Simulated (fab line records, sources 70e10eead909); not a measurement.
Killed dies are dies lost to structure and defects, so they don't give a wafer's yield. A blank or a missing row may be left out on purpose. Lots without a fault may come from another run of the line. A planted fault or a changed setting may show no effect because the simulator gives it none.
fab line records | flow nand_harc
record lots=24 wafers=72 last_day=24
route steps=1159 shown P_M0@284 P_M1@316 P_M2@331 P_BONDPAD@352
lots that met no fault: from a run of the same line without faults
start_h: hours from the record's first day to the start of the lot's first wafer shown | wait_h: hours since the lot's step before | " the same as in the row above | L1.1+2: a row that stands for several wafers | - no value, or no start given | * or withheld: withheld | < > ~ a bound
route shown NAME@n: a module of which the file shows steps, and the number in the route of the first | usual: mean/standard deviation of fault-free wafers | same: alike in all rows | chamber/n: place in a boat | sites: the reading at each site | _std_site: their standard deviation | _edge_site: outer sites' mean less inner sites' | radius_mm: how far each site lies from the wafer's centre | mask NAME#n: copy n | behind: the tool/chamber that last shaped the wafer | hold: why the lot was held/for how many hours/how that ended | device: the transistor (n, p or np) that didn't switch | end of line: the same wafers' tests at the end of the route | a step without rows: its recipe alone | killed: dies lost to structure and defects at the first sort, not the wafer's yield | map: a wafer's dies, x killed, . not, _ none there
set.NAME: the setting as run; set.NAME@STEP: as run at that earlier step | model.NAME: the simulator's own value behind a step, which no gauge read
steps of the route over a sample of lots; a table a step, a row a wafer
services: from which hour (start_h, from the record's first day; less than 0 if before it) a tool's chamber was out of use, for how many hours, and why
## steps
# step NHARC_P_M0_DEP_32
# recipe target_thk_a=300 temp_c=370 target_thk_nm=30 pressure_torr=3 flow_sccm=200 rf_w=450 material=SiCN
# usual heater_power_w=584/76
# columns lot.wafer tool chamber start_h wait_h heater_power_w
L074.1 pecvd-02 0 113.45 0.1 593
L074.5 " 2 " " 773
L074.4 " 0 " " 581
L077.5 pecvd-01 2 137.75 0.2 447
L077.6 " 0 " " 623
L077.4 " 1 " " 670
L076.3 pecvd-02 1 138.34 0.1 613
L076.5 " 2 " " 733
L076.4 " 0 " " 639
L078.1 pecvd-02 2 141.34 0.1 727
L078.2 " 0 " " 615
L078.6 " 2 " " 727
L075.2 pecvd-01 0 141.57 0.1 492
L075.4 " 1 " " 564
L075.6 " 2 " " 458
L079.2 pecvd-04 2 156.32 0.1 574
L079.4 " 2 " " 577
L079.6 " 1 " " 464
L080.1 pecvd-01 2 159.06 0.1 489
L080.2 " 1 " " 578
L080.6 " 0 " " 629
L081.2 pecvd-04 0 160.25 0.1 511
L081.3 " 1 " " 538
L081.5 " 0 " " 508
L082.1 pecvd-01 2 164.73 0.1 446
L082.3 " 0 " " 566
L082.6 " 0 " " 540
L083.1 pecvd-02 1 177.96 0.1 516
L083.3 " 2 " " 689
L083.5 " 0 " " 533
L087.5 pecvd-02 2 194.81 0.2 706
L087.4 " 0 " " 602
L087.6 " 1 " " 628
L086.2 pecvd-04 0 195.09 0.1 529
L086.4 " 1 " " 493
L086.5 " 2 " " 576
L084.2 pecvd-02 1 195.26 0.1 627
L084.1 " 0 " " 572
L084.4 " 0 " " 594
L085.3 pecvd-02 1 204.89 0.1 612
L085.1 " 0 " " 583
L085.5 " 2 " " 648
L088.3 pecvd-02 0 210.29 0.1 623
L088.4 " 2 " " 655
L088.6 " 0 " " 623
L089.1 pecvd-02 2 211.35 0.1 666
L089.6 " 0 " " 647
L089.5 " 1 " " 593
L090.2 pecvd-01 0 214.39 0.1 542
L090.1 " 1 " " 688
L090.3 " 2 " " 508
L091.3 pecvd-01 2 218.27 0.1 516
L091.5 " 2 " " 524
L091.6 " 1 " " 577
L093.2 pecvd-01 1 227.45 0.1 563
L093.6 " 2 " " 491
L093.4 " 0 " " 606
L092.1 pecvd-02 0 228.10 0.1 561
L092.3 " 1 " " 597
L092.4 " 0 " " 578
L094.1 pecvd-02 0 233.66 0.1 605
L094.2 " 1 " " 524
L094.5 " 2 " " 737
L096.1 pecvd-04 1 244.93 0.1 538
L096.3 " 2 " " 580
L096.5 " 1 " " 552
L095.2 pecvd-02 2 245.67 0.1 682
L095.4 " 1 " " 593
L095.6 " 2 " " 711
L097.2 pecvd-04 2 268.46 0.1 586
L097.3 " 0 " " 484
L097.1 " 1 " " 482
# step NHARC_P_M1_PRE_CLEAN_32
# recipe time_s=12 temp_c=370 rf_power_w=300 gas=NH3
# usual heater_power_w=637/70
# columns lot.wafer tool chamber start_h wait_h heater_power_w
L074.1 pecvd-04 0 117.50 0.1 494
L074.4 " 1 " " 588
L074.5 " 2 " " 643
L077.5 pecvd-01 1 141.99 0.1 677
L077.4 " 2 " " 546
L077.6 " 0 " " 572
L076.3 pecvd-02 0 142.41 0.1 695
L076.5 " 2 " " 737
L076.4 " 0 " " 702
L078.1 pecvd-01 2 145.44 0.1 551
L078.2 " 0 " " 644
L078.6 " 2 " " 560
L075.2 pecvd-02 2 145.60 0.1 768
L075.6 " 2 " " 797
L075.4 " 0 " " 724
L079.2 pecvd-01 1 160.48 0.1 728
L079.4 " 0 " " 563
L079.6 " 1 " " 694
L080.1 pecvd-01 2 163.22 0.1 577
L080.2 " 0 " " 660
L080.6 " 0 " " 662
L081.2 pecvd-01 0 164.27 0.1 622
L081.3 " 1 " " 701
L081.5 " 0 " " 627
L082.1 pecvd-01 0 168.91 0.1 660
L082.3 " 1 " " 727
L082.6 " 2 " " 529
L083.3 pecvd-02 0 181.97 0.1 636
L083.1 " 1 " " 600
L083.5 " 0 " " 619
L087.5 pecvd-01 0 198.88 0.1 641
L087.4 " 1 " " 652
L087.6 " 2 " " 511
L086.2 pecvd-02 0 199.23 0.1 672
L086.4 " 2 " " 658
L086.5 " 0 " " 685
L084.1 pecvd-02 2 199.57 0.3 697
L084.2 " 0 " " 696
L084.4 " 2 " " 698
L085.1 pecvd-02 2 208.87 0.1 723
L085.3 " 1 " " 599
L085.5 " 2 " " 735
L088.3 pecvd-02 0 214.61 0.1 657
L088.6 " 0 " " 649
L088.4 " 1 " " 655
L089.1 pecvd-02 1 215.26 0.1 596
L089.6 " 0 " " 634
L089.5 " 2 " " 732
L090.3 pecvd-02 0 218.50 0.1 567
L090.2 " 1 " " 677
L090.1 " 2 " " 674
L091.3 pecvd-04 0 222.34 0.1 503
L091.6 " 0 " " 505
L091.5 " 2 " " 604
L093.2 pecvd-04 0 231.56 0.1 571
L093.4 " 0 " " 578
L093.6 " 1 " " 606
L092.1 pecvd-02 2 232.23 0.1 742
L092.3 " 1 " " 654
L092.4 " 0 " " 663
L094.2 pecvd-02 0 237.77 0.1 650
L094.1 " 2 " " 660
L094.5 " 2 " " 665
L096.1 pecvd-04 1 249.04 0.1 586
L096.3 " 0 " " 580
L096.5 " 0 " " 559
L095.2 pecvd-02 1 249.76 0.1 606
L095.4 " 2 " " 731
L095.6 " 0 " " 635
L097.1 pecvd-04 2 272.68 0.1 636
L097.3 " 0 " " 501
L097.2 " 1 " " 590
# step NHARC_P_M2_DESCUM_14
# recipe time_s=3 o2_flow_sccm=200 ar_flow_sccm=0 bias_power_w=0 chemistry=O2
# usual drypump_motor_current_A=5.7/0.41 oes_product_au=1.001/0.0096 rf_vpp_V=58.0/0.86 showerhead_plenum_p_Torr=1.96/0.078 throttle_valve_pct=11.312/0.0094
# columns lot.wafer tool chamber start_h wait_h drypump_motor_current_A oes_product_au rf_hours_counter_h rf_vpp_V showerhead_plenum_p_Torr throttle_valve_pct
L074.4 rie_diel-09 1 118.98 0.1 6.8 0.992 11 58.2 1.92 11.299
L074.1 " 2 " " 5.3 1.002 11 57.3 2.01 11.306
L074.5 " 2 " " 5.4 1.014 - 57.5 2.01 11.289
L077.4 rie_diel-03 0 143.49 0.1 5.6 0.993 4 57.5 1.95 11.312
L077.5 " 2 " " 5.6 0.999 - 59.3 2.02 11.302
L077.6 " 3 " " 5.8 0.992 - 58.4 2.03 11.308
L076.3 rie_diel-09 1 143.90 0.1 6.8 0.976 19 56.7 1.92 11.306
L076.4 " 3 " " 5.3 0.985 20 58.4 1.98 11.310
L076.5 " 2 " " 5.4 1.002 - 58.6 2.00 11.317
L078.2 rie_diel-09 3 147.02 0.1 5.3 1.004 22 57.3 1.98 11.317
L078.1 " 0 " " 5.7 1.000 21 57.0 1.81 11.308
L078.6 " 2 " " 5.4 1.006 - 58.5 2.00 11.319
L075.2 rie_diel-09 3 147.37 0.1 5.3 0.993 22 57.6 1.98 11.301
L075.4 " 0 " " 5.8 1.002 21 57.3 1.81 11.325
L075.6 " 2 " " 5.3 1.009 - 60.4 2.00 11.318
L079.2 rie_diel-03 1 162.01 0.1 5.2 1.015 4 58.0 1.82 11.309
L079.4 " 2 " " 5.7 0.994 - 57.5 2.02 11.329
L079.6 " 0 " " 5.6 0.995 - 58.4 1.94 11.305
L080.2 rie_diel-03 0 164.75 0.1 5.6 0.998 4 55.7 1.95 11.310
L080.1 " 2 " " 5.7 1.004 4 58.8 2.02 11.303
L080.6 " 3 " " 5.8 1.006 - 57.4 2.03 11.320
L081.2 rie_diel-03 2 165.80 0.1 5.6 0.992 4 58.9 2.02 11.302
L081.3 " 3 " " 5.8 1.006 4 59.4 2.03 11.320
L081.5 " 0 " " 5.6 0.993 - 57.6 1.94 11.323
L082.1 rie_diel-03 2 170.43 0.1 5.6 1.004 4 58.0 2.02 11.306
L082.3 " 3 " " 5.7 0.996 5 57.2 2.03 11.321
L082.6 " 1 " " 5.2 1.008 - 57.0 1.82 11.298
L083.1 rie_diel-03 0 183.45 0.1 5.6 0.991 5 58.4 1.94 11.316
L083.3 " 1 " " 5.2 1.014 5 57.1 1.82 11.304
L083.5 " 1 " " 5.2 1.005 - 57.3 1.82 11.321
L087.4 rie_diel-03 3 200.36 0.1 5.7 1.007 6 59.7 2.03 11.302
L087.5 " 0 " " 5.7 1.000 - 58.0 1.94 11.333
L087.6 " 1 " " 5.2 1.007 - 59.2 1.82 11.307
L086.4 rie_diel-03 0 200.91 0.1 5.6 1.011 6 57.7 1.94 11.319
L086.2 " 1 " " 5.2 1.005 6 57.3 1.82 11.304
L086.5 " 1 " " 5.2 1.013 - 57.9 1.82 11.312
L084.2 rie_diel-12 1 201.18 0.1 6.2 1.001 26 57.9 1.99 11.307
L084.4 " 3 " " 5.2 0.985 29 57.6 2.02 11.314
L084.1 " 0 " " 5.4 1.003 26 57.8 1.90 11.321
L085.3 rie_diel-03 3 210.41 0.1 5.8 0.991 6 59.2 2.03 11.302
L085.1 " 1 " " 5.2 1.005 6 57.8 1.82 11.304
L085.5 " 3 " " 5.8 0.996 - 57.7 2.03 11.299
L088.4 rie_diel-12 3 216.12 0.1 5.2 1.014 2 58.2 2.02 11.319
L088.3 " 1 " " 6.2 0.998 2 58.6 1.99 11.316
L088.6 " 0 " " 5.3 1.011 - 58.6 1.90 11.318
L089.1 rie_diel-12 0 216.76 0.1 5.4 1.012 1 58.3 1.90 11.322
L089.5 " 0 " " 5.4 1.007 - 56.6 1.90 11.310
L089.6 " 1 " " 6.2 0.996 - 57.8 1.99 11.310
L090.2 rie_diel-12 2 219.89 0.1 6.3 1.003 3 59.3 2.05 11.311
L090.3 " 3 " " 5.2 1.008 2 57.7 2.02 11.311
L090.1 " 1 " " 6.2 0.996 2 59.2 1.99 11.294
L091.3 rie_diel-12 1 223.84 0.1 6.2 0.990 2 57.9 1.99 11.312
L091.6 " 0 " " 5.3 1.008 - 58.0 1.90 11.325
L091.5 " 1 " " 6.2 0.996 - 58.0 1.99 11.301
L093.2 rie_diel-03 1 233.09 0.1 5.2 0.997 0 58.3 1.82 11.323
L093.4 " 0 " " 5.6 1.012 0 56.9 1.94 11.324
L093.6 " 2 " " 5.6 1.011 - 58.3 2.02 11.319
L092.1 rie_diel-03 1 233.78 0.1 5.2 0.997 0 57.0 1.82 11.322
L092.3 " 2 " " 5.7 1.011 0 58.9 2.02 11.328
L092.4 " 3 " " 5.7 0.997 0 58.3 2.03 11.313
L094.2 rie_diel-03 0 239.30 0.1 5.6 1.008 1 56.3 1.94 11.305
L094.1 " 1 " " 5.2 1.004 1 56.8 1.82 11.315
L094.5 " 0 " " 5.7 1.004 - 57.5 1.94 11.326
L096.1 rie_diel-03 2 250.58 0.1 5.6 1.005 1 58.9 2.02 11.308
L096.3 " 1 " " 5.2 1.001 1 56.4 1.82 11.316
L096.5 " 1 " " 5.2 0.998 - 57.6 1.82 11.305
L095.2 rie_diel-12 2 251.14 0.1 6.3 1.006 7 58.6 2.05 11.324
L095.4 " 0 " " 5.3 1.005 6 59.2 1.90 11.317
L095.6 " 2 " " 6.3 0.986 - 57.8 2.05 11.293
L097.1 rie_diel-03 3 274.19 0.1 5.7 1.010 2 58.8 2.03 11.316
L097.3 " 0 " " 5.7 1.005 2 56.4 1.94 11.325
L097.2 " 1 " " 5.2 1.000 2 57.4 1.82 11.298
# step NHARC_P_M2_PVD_20
# recipe target_thk_a=50 bias_v=168.6 power_w=15000 chamber_pressure_pa=0.12 time_s=8.06 substrate_temp_c=50 material=TaN
# usual cathode_dc_power_W=15000/2.9 throttle_valve_pct=29.8/1.1
# columns lot.wafer tool chamber start_h wait_h cathode_dc_power_W throttle_valve_pct
L074.1 pvd_sputter-03 - - - 14999 29.1
L074.4 " - " " 14999 29.4
L074.5 " - " " 14997 31.5
L077.4 pvd_sputter-02 - - - 15004 29.5
L077.5 " - " " 15000 30.0
L077.6 " - " " 15001 29.8
L076.4 pvd_sputter-03 - - - 15001 31.7
L076.3 " - " " 15000 29.4
L076.5 " - " " 15005 31.5
L078.1 pvd_sputter-01 - - - 14998 28.2
L078.2 " - " " 15000 30.7
L078.6 " - " " 15006 28.7
L075.2 pvd_sputter-03 - - - 15003 31.5
L075.4 " - " " 15002 29.1
L075.6 " - " " 14999 29.1
L079.4 pvd_sputter-03 - - - 15000 31.3
L079.2 " - " " 15002 31.4
L079.6 " - " " 14997 29.2
L080.1 pvd_sputter-02 - - - 15002 29.6
L080.2 " - " " 14999 29.4
L080.6 " - " " 15002 28.4
L081.3 pvd_sputter-02 - - - 15006 29.2
L081.2 " - " " 15000 30.2
L081.5 " - " " 15000 28.4
L082.3 pvd_sputter-02 - - - 14999 28.2
L082.1 " - " " 15005 30.0
L082.6 " - " " 15000 29.4
L083.3 pvd_sputter-03 - - - 14998 29.2
L083.1 " - " " 14999 31.4
L083.5 " - " " 15001 31.6
L087.4 pvd_sputter-03 - - - 14994 31.2
L087.5 " - " " 15003 31.4
L087.6 " - " " 15006 29.3
L086.2 pvd_sputter-02 - - - 15003 28.4
L086.4 " - " " 14995 29.9
L086.5 " - " " 14999 29.3
L084.1 pvd_sputter-01 - - - 15002 28.3
L084.4 " - " " 15001 28.1
L084.2 " - " " 14996 30.9
L085.3 pvd_sputter-01 - - - 14997 30.8
L085.1 " - " " 15001 27.9
L085.5 " - " " 15002 31.0
L088.4 pvd_sputter-01 - - - 15002 30.7
L088.3 " - " " 14995 27.8
L088.6 " - " " 14994 30.9
L089.1 pvd_sputter-01 - - - 14996 27.7
L089.5 " - " " 15006 28.6
L089.6 " - " " 14999 27.9
L090.1 pvd_sputter-03 - - - 15001 29.5
L090.2 " - " " 14996 31.4
L090.3 " - " " 15004 29.5
L091.3 pvd_sputter-01 - - - 15001 27.7
L091.5 " - " " 15007 27.8
L091.6 " - " " 15004 30.7
L093.4 pvd_sputter-01 - - - 14998 27.9
L093.2 " - " " 14999 28.4
L093.6 " - " " 15003 27.6
L092.4 pvd_sputter-02 - - - 14998 30.7
L092.3 " - " " 15001 29.5
L092.1 " - " " 14998 30.4
L094.1 pvd_sputter-01 - - - 15002 30.8
L094.2 " - " " 15001 28.6
L094.5 " - " " 14999 30.7
L096.3 pvd_sputter-01 - - - 14998 28.0
L096.1 " - " " 14995 30.9
L096.5 " - " " 15000 28.1
L095.4 pvd_sputter-02 - - - 15003 30.4
L095.2 " - " " 14999 29.3
L095.6 " - " " 15001 30.6
L097.3 pvd_sputter-02 - - - 15001 29.5
L097.1 " - " " 14996 30.4
L097.2 " - " " 14999 29.3
# step NHARC_P_BONDPAD_CMP_32
# recipe target_thk_nm=200 material=SiCN
# usual motor_current_A=11.9/0.93
# columns lot.wafer tool chamber start_h wait_h motor_current_A
L074.4 cmp-04 2 122.61 - 12.9
L074.1 " 3 " " 12.2
L074.5 " 0 " " 12.3
L077.4 cmp-03 0 147.48 0.4 10.2
L077.5 " 1 " " 11.4
L077.6 " 2 " " 12.8
L076.3 cmp-04 1 147.60 - 10.8
L076.4 " 3 " " 12.4
L076.5 " 2 " " 12.3
L078.1 cmp-04 1 150.76 - 11.3
L078.2 " 3 " " 12.3
L078.6 " 1 " " 11.4
L075.2 cmp-02 2 151.00 - 10.5
L075.4 " 3 " " 11.6
L075.6 " 1 " " 12.3
L079.4 cmp-04 3 165.93 - 12.6
L079.2 " 0 " " 12.4
L079.6 " 2 " " 12.5
L080.1 cmp-04 0 168.58 - 12.0
L080.2 " 3 " " 12.1
L080.6 " 0 " " 12.6
L081.2 cmp-03 1 169.43 - 12.6
L081.3 " 2 " " 13.6
L081.5 " 2 " " 12.9
L082.1 cmp-02 2 173.98 - 10.7
L082.3 " 3 " " 11.3
L082.6 " 0 " " 12.9
L083.1 cmp-04 0 187.00 - 12.6
L083.3 " 2 " " 12.3
L083.5 " 1 " " 10.9
L087.4 cmp-03 2 204.14 - 12.6
L087.6 " 2 " " 13.5
L087.5 " 3 " " 11.1
L086.2 cmp-02 3 204.90 - 11.1
L086.4 " 1 " " 12.4
L086.5 " 3 " " 11.2
L084.1 cmp-02 0 205.08 - 13.5
L084.2 " 2 " " 10.9
L084.4 " 3 " " 10.9
L085.3 cmp-02 0 214.06 - 13.6
L085.1 " 1 " " 12.1
L085.5 " 2 " " 10.8
L088.3 cmp-02 2 219.96 - 10.5
L088.4 " 0 " " 13.0
L088.6 " 3 " " 11.8
L089.1 cmp-02 3 220.54 - 11.4
L089.6 " 2 " " 10.6
L089.5 " 3 " " 11.6
L090.1 cmp-03 1 223.52 - 11.7
L090.3 " 2 " " 12.8
L090.2 " 3 " " 11.5
L091.3 cmp-03 0 227.64 - 10.7
L091.5 " 2 " " 13.2
L091.6 " 3 " " 10.9
L093.4 cmp-02 3 236.74 - 11.7
L093.2 " 0 " " 13.5
L093.6 " 2 " " 10.1
L092.3 cmp-03 0 237.33 - 10.3
L092.4 " 1 " " 11.8
L092.1 " 3 " " 12.0
L094.2 cmp-04 1 242.90 - 11.8
L094.1 " 0 " " 12.0
L094.5 " 1 " " 11.9
L096.1 cmp-04 3 254.24 - 12.1
L096.3 " 2 " " 12.5
L096.5 " 0 " " 12.4
L095.2 cmp-02 0 254.87 - 13.4
L095.4 " 2 " " 10.9
L095.6 " 3 " " 10.9
L097.2 cmp-03 3 280.61 - 11.7
L097.1 " 0 " " 9.9
L097.3 " 2 " " 13.4
# step NHARC_P_BONDPAD_ETCH_37
# recipe target_depth_a=600 overetch_a=180 time_s=65.91 ion_energy_ev=200 n2_flow_sccm=150 h2_flow_sccm=150 ar_flow_sccm=0 rf_w=400 bias_w=150 chemistry=N2/H2
# usual drypump_motor_current_A=5.7/0.49 n2_flow_sccm=149.9/0.5 oes_product_au=0.995/0.0099 rf_vpp_V=430/3.6 showerhead_plenum_p_Torr=2.04/0.13 throttle_valve_pct=14.170/0.0081
# columns lot.wafer tool chamber start_h wait_h drypump_motor_current_A n2_flow_sccm oes_product_au rf_hours_counter_h rf_vpp_V showerhead_plenum_p_Torr throttle_valve_pct
L074.4 rie_diel-11 3 123.68 0.1 5.0 150.0 0.997 10 436 2.19 14.166
L074.1 " 0 " " 6.2 150.4 0.997 11 428 1.93 14.165
L074.5 " 2 " " 5.2 150.2 0.983 - 434 2.18 14.163
L077.4 rie_diel-11 0 148.56 0.1 6.2 149.3 0.988 13 427 1.93 14.167
L077.6 " 2 " " 5.2 149.3 0.977 - 435 2.18 14.167
L077.5 " 3 " " 5.0 149.6 0.990 - 436 2.19 14.171
L076.3 rie_diel-11 1 148.73 0.1 6.0 149.6 1.008 14 426 1.90 14.172
L076.4 " 3 " " 5.0 150.8 0.991 13 434 2.19 14.172
L076.5 " 2 " " 5.2 149.8 0.984 - 434 2.18 14.172
L078.2 rie_diel-11 2 151.74 0.1 5.2 148.9 0.984 14 435 2.18 14.155
L078.1 " 3 " " 5.0 149.7 0.992 13 435 2.19 14.167
L078.6 " 1 " " 6.0 150.6 1.003 - 425 1.90 14.180
L075.4 rie_diel-11 1 152.12 0.1 6.0 149.8 1.009 14 426 1.90 14.170
L075.2 " 2 " " 5.2 149.7 0.984 14 436 2.18 14.183
L075.6 " 0 " " 6.2 150.0 0.987 - 428 1.93 14.170
L079.4 rie_diel-11 2 167.02 0.1 5.2 150.1 0.986 16 434 2.18 14.165
L079.2 " 3 " " 5.0 150.2 0.993 15 436 2.19 14.172
L079.6 " 2 " " 5.2 149.6 0.970 - 434 2.18 14.160
L080.2 rie_diel-11 0 169.56 0.1 6.2 150.3 0.985 15 428 1.93 14.180
L080.1 " 1 " " 6.0 150.0 1.003 16 426 1.90 14.173
L080.6 " 1 " " 6.0 149.6 1.000 - 427 1.90 14.173
L081.2 rie_diel-08 3 170.46 0.1 6.3 149.7 0.997 15 430 2.01 14.158
L081.3 " 1 " " 6.5 149.4 0.993 15 428 1.95 14.189
L081.5 " 2 " " 6.3 149.7 0.984 - 431 2.03 14.173
L082.1 rie_diel-11 0 175.06 0.1 6.2 150.1 0.986 16 427 1.93 14.176
L082.3 " 1 " " 6.0 150.6 1.012 16 428 1.90 14.162
L082.6 " 3 " " 5.0 149.6 1.002 - 434 2.19 14.156
L083.3 rie_diel-11 1 188.13 0.1 6.0 149.9 1.017 18 427 1.90 14.161
L083.1 " 3 " " 5.0 150.0 1.001 16 435 2.19 14.158
L083.5 " 1 " " 6.0 149.5 1.025 - 427 1.90 14.167
L087.4 rie_diel-11 2 205.26 0.1 5.3 150.4 0.981 0 434 2.18 14.167
L087.6 " 0 " " 6.2 148.9 0.989 - 426 1.93 14.180
L087.5 " 1 " " 6.0 150.0 0.994 - 427 1.90 14.163
L086.4 rie_diel-11 1 206.00 0.1 6.0 149.5 1.001 0 424 1.90 14.166
L086.2 " 2 " " 5.2 149.3 0.983 0 435 2.18 14.165
L086.5 " 1 " " 6.0 148.9 1.005 - 425 1.90 14.168
L084.1 rie_diel-11 1 206.22 0.1 6.0 149.7 1.009 1 426 1.90 14.165
L084.2 " 2 " " 5.3 149.8 0.992 1 435 2.18 14.173
L084.4 " 3 " " 5.0 151.1 0.992 1 435 2.19 14.167
L085.3 rie_diel-11 3 215.14 0.1 5.0 150.6 0.989 1 436 2.19 14.180
L085.1 " 0 " " 6.2 150.6 0.989 1 428 1.93 14.177
L085.5 " 2 " " 5.3 150.2 0.979 - 434 2.18 14.165
L088.4 rie_diel-08 0 220.96 0.1 5.7 149.7 0.996 35 429 2.02 14.171
L088.3 " 1 " " 6.4 149.9 0.993 34 428 1.94 14.148
L088.6 " 3 " " 6.3 150.2 0.996 - 429 2.01 14.167
L089.1 rie_diel-13 3 221.52 0.1 5.4 149.6 1.009 41 430 2.03 14.176
L089.6 " 0 " " 5.9 149.5 0.994 - 432 2.10 14.177
L089.5 " 1 " " 5.7 150.8 0.989 - 434 2.20 14.169
L090.2 rie_diel-13 3 224.55 0.1 5.4 150.6 1.014 41 430 2.03 14.188
L090.3 " 0 " " 5.9 150.3 1.018 40 432 2.10 14.166
L090.1 " 1 " " 5.7 149.6 0.995 44 434 2.20 14.151
L091.3 rie_diel-11 0 228.72 0.1 6.2 149.3 0.997 3 427 1.93 14.173
L091.6 " 0 " " 6.2 149.1 0.999 - 427 1.93 14.178
L091.5 " 1 " " 6.0 149.8 0.996 - 425 1.90 14.169
L093.4 rie_diel-11 1 237.81 0.1 6.0 149.9 0.993 3 427 1.90 14.175
L093.2 " 0 " " 6.2 150.6 0.998 3 428 1.93 14.178
L093.6 " 2 " " 5.3 150.0 0.998 - 434 2.18 14.171
L092.3 rie_diel-11 1 238.44 0.1 6.0 149.9 0.999 3 425 1.90 14.171
L092.4 " 2 " " 5.2 149.2 0.994 3 434 2.18 14.161
L092.1 " 3 " " 5.0 150.3 0.999 4 435 2.19 14.170
L094.1 rie_diel-11 0 243.92 0.1 6.2 149.4 1.002 4 428 1.93 14.170
L094.2 " 2 " " 5.2 150.8 0.990 3 433 2.18 14.168
L094.5 " 3 " " 5.0 150.2 0.986 - 433 2.19 14.172
L096.3 rie_diel-11 3 255.36 0.1 5.0 149.6 1.000 5 435 2.19 14.167
L096.1 " 1 " " 6.0 149.8 0.993 5 426 1.90 14.167
L096.5 " 3 " " 5.0 150.1 1.000 - 436 2.19 14.163
L095.4 rie_diel-08 2 256.13 0.2 6.3 150.0 0.993 47 430 2.02 14.164
L095.2 " 3 " " 6.3 148.8 1.003 48 429 2.00 14.179
L095.6 " 1 " " 6.4 150.5 1.000 - 428 1.94 14.187
L097.3 rie_diel-11 0 281.76 0.1 6.2 150.1 1.001 7 427 1.92 14.163
L097.2 " 1 " " 6.0 150.0 1.002 7 427 1.89 14.178
L097.1 " 3 " " 5.0 150.0 0.996 6 434 2.19 14.167
## services
# columns tool chamber start_h hours kind
cmp-02 - 106.90 1.7 repair
pecvd-01 - 107.77 2.6 repair
rie_diel-03 - 118.65 0.5 repair
pvd_sputter-01 - 121.76 0.5 repair
cmp-02 - 128.54 4.0 pm
pecvd-02 2 145.66 14.2 repair
cmp-02 - 150.04 0.4 repair
pvd_sputter-01 - 150.09 2.0 repair
pecvd-02 - 153.32 13.0 pm
rie_diel-03 2 154.61 3.8 repair
pvd_sputter-01 - 158.00 10.0 pm
rie_diel-03 3 161.90 2.7 repair
rie_diel-11 - 179.88 0.7 repair
pecvd-04 - 188.84 1.5 repair
rie_diel-11 - 189.50 9.0 pm
pecvd-04 - 195.27 13.0 pm
rie_diel-11 2 207.50 4.5 repair
rie_diel-03 - 215.30 9.0 pm
pecvd-02 - 231.10 0.5 repair
pecvd-04 2 236.04 5.6 repair
pecvd-01 - 237.19 13.0 pm
rie_diel-03 0 248.75 3.0 repair
rie_diel-11 3 264.23 11.3 repair
rie_diel-11 1 267.29 4.3 repair
## key
fault none
